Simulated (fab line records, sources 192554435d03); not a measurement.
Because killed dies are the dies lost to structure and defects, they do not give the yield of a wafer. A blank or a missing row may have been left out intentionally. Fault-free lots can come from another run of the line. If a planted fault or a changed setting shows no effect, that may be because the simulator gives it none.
Which tool is to blame? | flow n5_finfet | 10 lots, 29 wafers sampled, at 4 steps of a route of 1938

== WHAT EACH GAUGE READ, for each wafer ==
N5_BEOL_M4_RC_MEAS_101.
lot  | measured     | on        | CJ_N
L848 | day 8 06:25  | prober-01 | 4.25 4.13 4.27
L853 | day 9 03:31  | prober-02 | 4.26 4.22 4.26
L854 | day 9 14:43  | prober-02 | 5.03 4.90 4.87
L857 | day 10 05:58 | prober-02 | 5.05 4.90 5.00
L858 | day 10 05:26 | prober-01 | 5.07 5.04 5.17
L865 | day 12 15:20 | prober-02 | 4.38 4.34 4.25
L867 | day 12 20:45 | prober-01 | 4.25 4.41
L868 | day 12 23:37 | prober-02 | 4.13 4.27 4.31
L870 | day 13 23:06 | prober-01 | 4.35 4.35 4.40
L871 | day 13 18:54 | prober-02 | 4.30 4.26 4.32

== TOOL THAT RAN EACH LOT (tool first, then ch and the chambers of the sampled wafers, then the start) ==
lot  | N5_ZERO_LAYER_PECVD_02         | N5_ZERO_LAYER_ETCH_17             | N5_WELL_APT_IMPLANT_32
L848 | pecvd-01 ch 0,1, day 1 12:17   | rie_diel-02 ch 0,1,2, day 1 13:07 | implanter-01 ch 0, day 1 16:01
L853 | pecvd-02 ch 0,1,2, day 2 18:17 | rie_diel-06 ch 0,2, day 2 18:50   | implanter-02 ch 0, day 2 21:56
L854 | pecvd-01 ch 0,1, day 3 00:19   | rie_diel-06 ch 0,1,2, day 3 01:10 | implanter-02 ch 0, day 3 03:37
L857 | pecvd-01 ch 0,1, day 3 18:18   | rie_diel-06 ch 0,2, day 3 18:49   | implanter-02 ch 0, day 3 21:34
L858 | pecvd-04 ch 1,2, day 4 00:17   | rie_diel-06 ch 0,2,3, day 4 01:02 | implanter-02 ch 0, day 4 03:32
L865 | pecvd-02 ch 0,1,2, day 5 18:17 | rie_diel-03 ch 0,1,2, day 5 18:58 | implanter-01 ch 0, day 5 21:41
L867 | pecvd-02 ch 0,1, day 6 06:17   | rie_diel-03 ch 0,3, day 6 06:50   | implanter-01 ch 0, day 6 09:27
L868 | pecvd-02 ch 0,1, day 6 12:18   | rie_diel-06 ch 0,3, day 6 12:52   | implanter-02 ch 0, day 6 16:01
L870 | pecvd-04 ch 0,1, day 7 00:17   | rie_diel-02 ch 1,2,3, day 7 00:54 | implanter-01 ch 0, day 7 03:23
L871 | pecvd-01 ch 1,2, day 7 06:17   | rie_diel-03 ch 0,1, day 7 06:43   | implanter-02 ch 0, day 7 09:25
- N5_ZERO_LAYER_PECVD_02: deposits SiO2 from SiH4/N2O, target thk 10 nm, time 6 s.
- N5_ZERO_LAYER_ETCH_17: etches SiO2 in CF4, target depth 12 nm, time 13.3 s.
- N5_WELL_APT_IMPLANT_32

== THE ANSWER, worked out from the rows above alone ==
Rule: usual is defined by the lots themselves. Put in order of their means at a reading, lots are off if they are a third of the lots or fewer, leave a main group of 4 or more, and stand apart from it by a gap of 3 or more times the standard deviation of the main group's means; of several such gaps the widest counts. The tables above print the reading to a certain number of digits; a main group whose means all agree to those digits is not used. A lot without any number at a reading at which 4 lots or more have one is off too. The other lots that the step has rows for count as sound.
Off: L854, L857, L858, at N5_BEOL_M4_RC_MEAS_101 (CJ_N). For the main group the mean is 4.29 and the standard deviation 0.052.
A tool fits if, at a process step before that reading, it ran every lot that is off, and no sound lot after the first of them. Gauges at N5_BEOL_M4_RC_MEAS_101: tried the same way as those tools. Not one of the candidates tried fits.

== WHAT HAD BEEN PUT IN BY THE SIMULATOR ==
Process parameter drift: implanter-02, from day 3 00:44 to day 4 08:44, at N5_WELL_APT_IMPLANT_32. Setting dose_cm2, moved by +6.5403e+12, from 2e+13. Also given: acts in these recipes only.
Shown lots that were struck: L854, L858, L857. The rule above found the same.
